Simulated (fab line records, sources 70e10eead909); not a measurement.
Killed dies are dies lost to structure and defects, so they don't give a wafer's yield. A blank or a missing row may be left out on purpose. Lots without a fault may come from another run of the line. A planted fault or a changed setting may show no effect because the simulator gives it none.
Chamber matching | flow nand_harc | NHARC_A_DECK1_JOINT_DEP_16 on pecvd-03: 3 sister chambers
The step deposits SiO2, target thk 45 nm. 6 wafers are shown with their chamber, then 7 later ones without.

WAFERS WITH THEIR CHAMBER
wafer  | chamber | throttle_valve_pct (%) | heater_power_w (W)
L441.4 | 2       | 15.6                   | 537
L443.6 | 2       | 15.7                   | 600
L446.1 | 0       | 17.0                   | 517
L446.3 | 1       | 15.2                   | 742
L446.6 | 1       | 14.9                   | 738
L450.2 | 0       | 16.5                   | 624

WAFERS WITHOUT THEIR CHAMBER
wafer  | throttle_valve_pct (%) | heater_power_w (W)
L450.3 | 15.0                   | 789
L450.4 | 15.1                   | 785
L452.2 | 15.3                   | 763
L452.3 | 15.6                   | 527
L452.6 | 15.3                   | 761
L451.2 | 16.8                   | 551
L451.4 | 15.1                   | 762

WHICH CHAMBER EACH WENT THROUGH
wafer  | from the rows above | in truth
L450.3 | 1                   | 1
L450.4 | 1                   | 1
L452.2 | 1                   | 1
L452.3 | 2                   | 2
L452.6 | 1                   | 1
L451.2 | 0                   | 0
L451.4 | 1                   | 1
Placed correctly: 7 of 7. Can't be placed from these rows: 0. Placed wrongly: 0.
How it was worked out, from the rows above alone: a wafer's distance from a chamber is the root of the sum, over the readings, of the square of ((its reading less the chamber's mean) divided by the reading's scatter). The wafer belongs to the nearest chamber; if the next one is less than 2 further off, it can't be placed. A chamber's mean is the mean of its shown wafers. The scatter: the root of (the sum of the squares of (reading less its chamber's mean) over the shown wafers, divided by (wafers less chambers)).
